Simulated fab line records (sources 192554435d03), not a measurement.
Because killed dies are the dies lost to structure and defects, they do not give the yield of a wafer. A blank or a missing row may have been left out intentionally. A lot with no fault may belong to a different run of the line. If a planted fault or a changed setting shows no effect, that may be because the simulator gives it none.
Which tool is to blame? | flow n5 finfet | 36 wafers sampled from 12 lots at 1 step of a route of 1938

WHAT THE GAUGES SHOWED, per wafer
N5_BEOL_M12_OCD_MEAS_35.
lot  | measured     | on     | trench depth nm (nm)
L077 | day 11 02:28 | ocd-01 | 313 320 318
L075 | day 11 10:16 | ocd-01 | 313 319 321
L079 | day 11 19:34 | ocd-02 | 316 316 315
L081 | day 12 03:37 | ocd-02 | 324 314 315
L083 | day 12 20:14 | ocd-01 | 317 325 324
L088 | day 14 01:47 | ocd-01 | 317 314 316
L086 | day 14 05:39 | ocd-02 | 327 317 317
L090 | day 14 06:26 | ocd-02 | 314 322 321
L091 | day 14 22:30 | ocd-01 | 322 313 308
L093 | day 15 21:38 | ocd-01 | 317 314 324
L096 | day 16 01:26 | ocd-01 | 312 314 316
L097 | day 17 00:02 | ocd-02 | 325 323 326

WHICH TOOL RAN EACH LOT (tool, then ch and the chambers of the sampled wafers, then the start)
Before these readings, the record contains no process step.

THE ANSWER, worked out from the rows above alone
Rule: the usual values come from the lots themselves. Put in order of their means at a reading, lots are off if they are a third of the lots or fewer, leave a main group of 4 or more, and stand apart from it by a gap of 3 or more times the standard deviation of the main group's means; of several such gaps the widest counts. Not used: any main group whose means are identical at the precision the tables above print for the reading. Also off: a lot with no number at a reading for which 4 or more lots have one. Any other lot the step has rows for is counted as sound.
No lot is off at any reading shown: from this, nothing can be told.

WHAT WAS PUT IN BY THE SIMULATOR
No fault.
